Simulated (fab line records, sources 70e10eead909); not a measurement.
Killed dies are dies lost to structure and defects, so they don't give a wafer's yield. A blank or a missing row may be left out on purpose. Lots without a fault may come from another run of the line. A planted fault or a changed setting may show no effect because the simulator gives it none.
Chamber matching | flow nand_harc | NHARC_P_M2_STRIP_18 on rie_diel-06: 4 sister chambers
The step strips in N2/H2. 8 wafers are shown with their chamber, then 12 later ones without.

WAFERS WITH THEIR CHAMBER
wafer  | chamber | drypump_motor_current_A (A) | oes_product_au (a.u.)
L288.2 | 2       | 5.72                        | 0.991
L288.3 | 1       | 5.92                        | 1.002
L289.1 | 0       | 5.67                        | 1.004
L289.5 | 2       | 5.70                        | 0.988
L289.6 | 3       | 5.98                        | 0.994
L295.2 | 0       | 5.64                        | 1.001
L295.4 | 3       | 5.97                        | 0.995
L295.5 | 1       | 5.92                        | 1.008

WAFERS WITHOUT THEIR CHAMBER
wafer  | drypump_motor_current_A (A) | oes_product_au (a.u.)
L293.1 | 5.64                        | 1.003
L293.2 | 5.92                        | 1.007
L293.4 | 5.73                        | 0.991
L296.1 | 5.93                        | 1.010
L296.4 | 5.74                        | 1.000
L296.5 | 5.74                        | 1.001
L300.1 | 5.67                        | 1.007
L300.3 | 5.72                        | 0.994
L300.4 | 5.92                        | 1.008
L303.2 | 5.71                        | 0.991
L303.5 | 5.91                        | 1.002
L303.6 | 5.71                        | 0.992

WHICH CHAMBER EACH WENT THROUGH
wafer  | from the rows above     | in truth
L293.1 | 0                       | 0
L293.2 | 1                       | 1
L293.4 | 2                       | 2
L296.1 | 1                       | 1
L296.4 | can't be placed: 2 or 0 | 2
L296.5 | can't be placed: 2 or 0 | 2
L300.1 | 0                       | 0
L300.3 | 2                       | 2
L300.4 | 1                       | 1
L303.2 | 2                       | 2
L303.5 | 1                       | 1
L303.6 | 2                       | 2
Placed correctly: 10 of 12. Can't be placed from these rows: 2 (the true chamber is among the candidates in 2). Placed wrongly: 0.
How it was worked out, from the rows above alone: a wafer's distance from a chamber is the root of the sum, over the readings, of the square of ((its reading less the chamber's mean) divided by the reading's scatter). The wafer belongs to the nearest chamber; if the next one is less than 2 further off, it can't be placed. A chamber's mean is the mean of its shown wafers. The scatter: the root of (the sum of the squares of (reading less its chamber's mean) over the shown wafers, divided by (wafers less chambers)).
